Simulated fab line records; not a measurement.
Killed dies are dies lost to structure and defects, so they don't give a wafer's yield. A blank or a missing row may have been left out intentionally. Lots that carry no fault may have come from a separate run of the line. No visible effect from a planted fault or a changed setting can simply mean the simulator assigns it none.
Struck lot and sound lot, side by side / flow nandHarc / 18 out of 1159 route steps
Sound: the wafers L952.1, L952.2, L952.5. The struck wafers were L960.3, L960.5, L960.6. The cause is named last.
Order at every step that has rows: each side's tool, ch and its chambers, its first start. Under that, the readings that differ: sound wafers / struck wafers / difference of the means / sigmas: that difference in standard deviations of wafers without a fault.
alike: readings with means less than 2 such deviations apart, plus words and numbers identical on both sides. not compared: withheld readings, readings lacking a value on some wafer, bounds such as >300 that could conceal the same value, and numbers that have no deviation in the record and whose values overlap.
A row with sigmas, a row that says differs or no value, or rows on one side alone: a step with any of these is where the two part. When numbers do not overlap yet have no deviation, they are printed without sigmas and do not part them. Lack of a reading on every wafer of one side parts them only where that side has two or more wafers.

NHARC_A_CONTACT_ETCH_106: etches the open film in CF4/O2, target depth 60 nm, overetch 6 nm, time 33 s.
  sound on rieDiel-10 ch 1,2,3, day 16 22:23; struck on rieDiel-11 ch 0,1,2, day 19 02:55
  alike: drypumpMotorCurrentA, oesProductAu, rfVppV, showerheadPlenumPTorr, throttleValvePct
  not compared: rfHoursCounterH
NHARC_A_CONTACT_STRIP_82: strips in O2.
  sound on rieDiel-10 ch 0,2; struck on rieDiel-11 ch 1,2,3
  alike: drypumpMotorCurrentA, oesProductAu, rfVppV, showerheadPlenumPTorr, throttleValvePct
  not compared: rfHoursCounterH
then, 1 step without rows for these wafers: NHARC_A_CONTACT_STRIP_83 (strips in post etch residue remover, time 600 s).
NHARC_A_CONTACT_DEP_84: deposits aC, target thk 2000 nm.
  sound on aclDep-02 ch 0, day 16 23:21; struck on aclDep-03 ch 0, day 19 06:48
  alike: throttleValvePct
NHARC_A_CONTACT_DEP_85: deposits SiON, target thk 50 nm.
  sound on pecvd-02 ch 1,2, day 17 01:07; struck on pecvd-04 ch 0,1,2, day 19 07:40
  alike: heaterPowerW
then, 7 steps without rows for these wafers: NHARC_A_CONTACT_DEHYDRATE_00 (time 120 s); NHARC_A_CONTACT_HMDS_01 (time 30 s); NHARC_A_CONTACT_COAT_86 (time 75 s); NHARC_A_CONTACT_COAT_87 (time 65 s); NHARC_A_CONTACT_COAT_02 (resist thk 90 nm); NHARC_A_CONTACT_SOFTBAKE_03 (time 55 s); NHARC_A_CONTACT_EBR_04.
NHARC_A_CONTACT_EXPOSE_05: exposes mask A CC.
  sound on arfiScanner-02 ch 0, day 17 01:47; struck on arfiScanner-03 ch 0, day 19 08:08
reading=exposureDoseMJCm2; sound=84.12 84.15 84.13; struck=55.97 56.09 56.04; difference=-28.10; sigmas=-99 or more
  alike: mask, focusOffsetNm, stageVelMmS
then, 2 steps without rows for these wafers: NHARC_A_CONTACT_PEB_06 (peb time 65 s); NHARC_A_CONTACT_DEVELOP_07 (develop time 35 s).
NHARC_A_CONTACT_CD_MEAS_08: the cd target is 100 nm.
  sound on cdSem-02 ch 0, day 17 01:56; struck on cdSem-02 ch 0
reading=cdNm (nm); sound=100.0 99.4 100.3; struck=77.2 76.5 76.3; difference=-23.2; sigmas=-46
  not compared: hold
NHARC_A_CONTACT_OVL_MEAS_09:
  the record holds rows for the sound wafers here (overlay-02, day 17 02:01) but none for the struck ones
NHARC_END_SORT_01:
  the record has rows for the sound wafers here (prober-02 ch 0, day 19 17:29) and none for the struck ones

WHERE THEY PART
Last at NHARC_END_SORT_01 as far as this record goes, first at NHARC_A_CONTACT_EXPOSE_05.

WHY: whatever the simulator had introduced
Process parameters drifting: arfiScanner-03 at NHARC_A_CONTACT_EXPOSE_05, beginning at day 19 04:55. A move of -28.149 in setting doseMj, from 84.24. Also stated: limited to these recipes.
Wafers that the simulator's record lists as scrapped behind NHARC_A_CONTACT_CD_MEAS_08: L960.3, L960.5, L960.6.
